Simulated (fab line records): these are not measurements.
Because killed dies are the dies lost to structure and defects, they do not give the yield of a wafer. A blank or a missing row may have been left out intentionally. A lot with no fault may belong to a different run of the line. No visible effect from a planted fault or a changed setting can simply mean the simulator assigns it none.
Chamber matching / flow nand_harc / NHARC_A_M0_DEP_32 on pecvd-01: 3 sister chambers
The step deposits SiCN, target thk 30 nm. 3 wafers are shown with their chamber, then 10 later ones without.

## WAFERS PAIRED WITH THEIR CHAMBERS
wafer=L089.5; chamber=2; heater_power_w (W)=613
wafer=L094.2; chamber=1; heater_power_w (W)=597
wafer=L094.5; chamber=0; heater_power_w (W)=525

## WAFERS WITHOUT THEIR CHAMBER
wafer=L094.6; heater_power_w (W)=579
wafer=L094.1; heater_power_w (W)=607
wafer=L094.3; heater_power_w (W)=524
wafer=L094.4; heater_power_w (W)=598
wafer=L096.1; heater_power_w (W)=490
wafer=L096.2; heater_power_w (W)=610
wafer=L096.5; heater_power_w (W)=504
wafer=L097.2; heater_power_w (W)=529
wafer=L097.3; heater_power_w (W)=631
wafer=L097.5; heater_power_w (W)=531

## WHICH CHAMBER EACH WENT THROUGH
wafer=L094.6; from the rows above=can't be placed: 1 or 2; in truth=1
wafer=L094.1; from the rows above=can't be placed: 2 or 1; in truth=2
wafer=L094.3; from the rows above=0; in truth=0
wafer=L094.4; from the rows above=can't be placed: 1 or 2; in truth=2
wafer=L096.1; from the rows above=0; in truth=0
wafer=L096.2; from the rows above=can't be placed: 2 or 1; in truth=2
wafer=L096.5; from the rows above=0; in truth=0
wafer=L097.2; from the rows above=0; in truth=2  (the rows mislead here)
wafer=L097.3; from the rows above=can't be placed: 2 or 1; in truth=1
wafer=L097.5; from the rows above=0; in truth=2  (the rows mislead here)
Correctly placed: 3 of 10. These rows do not allow placing 5 (true chamber among the candidates in 5). Wrongly placed: 2.
How it was worked out, from the rows above alone: a wafer's distance from a chamber is the root of the sum, over the readings, of the square of ((its reading less the chamber's mean) divided by the reading's scatter). If the next closest chamber is less than 2 further off than the closest, the wafer can't be placed; otherwise it belongs to the closest. A chamber's mean is the mean of its shown wafers. The scatter (one wafer shown for each chamber): square how far every hidden wafer sits from the nearest shown wafer, average those squares and take the square root.
